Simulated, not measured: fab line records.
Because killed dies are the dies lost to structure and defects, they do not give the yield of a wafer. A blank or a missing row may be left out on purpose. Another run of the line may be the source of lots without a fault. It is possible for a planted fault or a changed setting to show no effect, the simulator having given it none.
Chamber matching -- flow nandHarc -- NHARC_A_STAIRCASE_ALD_420 on aldHk-03: 4 sister chambers
The step deposits SiO2, target thk 20 nm, pulse time 6 s, ald cycles 200. 8 wafers are shown with their chamber, then 8 later ones without.

== WAFERS WITH THEIR CHAMBER ==
wafer,chamber,heaterPowerW (W),heaterPowerOuterW (W)
L080.5,3,489,234
L082.4,0,515,282
L082.6,1,530,275
L083.3,1,515,275
L086.2,2,361,205
L086.4,3,474,229
L086.6,0,516,282
L089.2,2,377,211

== WAFERS WITHOUT THEIR CHAMBER ==
wafer,heaterPowerW (W),heaterPowerOuterW (W)
L089.4,471,235
L089.5,455,231
L088.3,372,208
L088.5,451,238
L088.6,520,285
L094.1,492,266
L094.4,464,234
L094.5,483,271

== WHICH CHAMBER EACH ONE RAN IN ==
wafer,from the rows above,in truth
L089.4,3,3
L089.5,3,3
L088.3,2,2
L088.5,3,3
L088.6,0,0
L094.1,can't be placed: 1 or 0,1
L094.4,3,3
L094.5,can't be placed: 1 or 0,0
6 of 8 placed correctly. Can't be placed from these rows: 2 (the true chamber is among the candidates in 2). Wrongly placed: 0.
How it was worked out, from the rows above alone: a wafer's distance from a chamber is the root of the sum, over the readings, of the square of ((its reading less the chamber's mean) divided by the reading's scatter). If the next closest chamber is less than 2 further off than the closest, the wafer can't be placed; otherwise it belongs to the closest. For every chamber, the mean is computed from those of its wafers that are shown. The scatter is the square root of a quotient: the sum, over the shown wafers, of each reading's squared deviation from its chamber's mean, divided by wafers minus chambers.
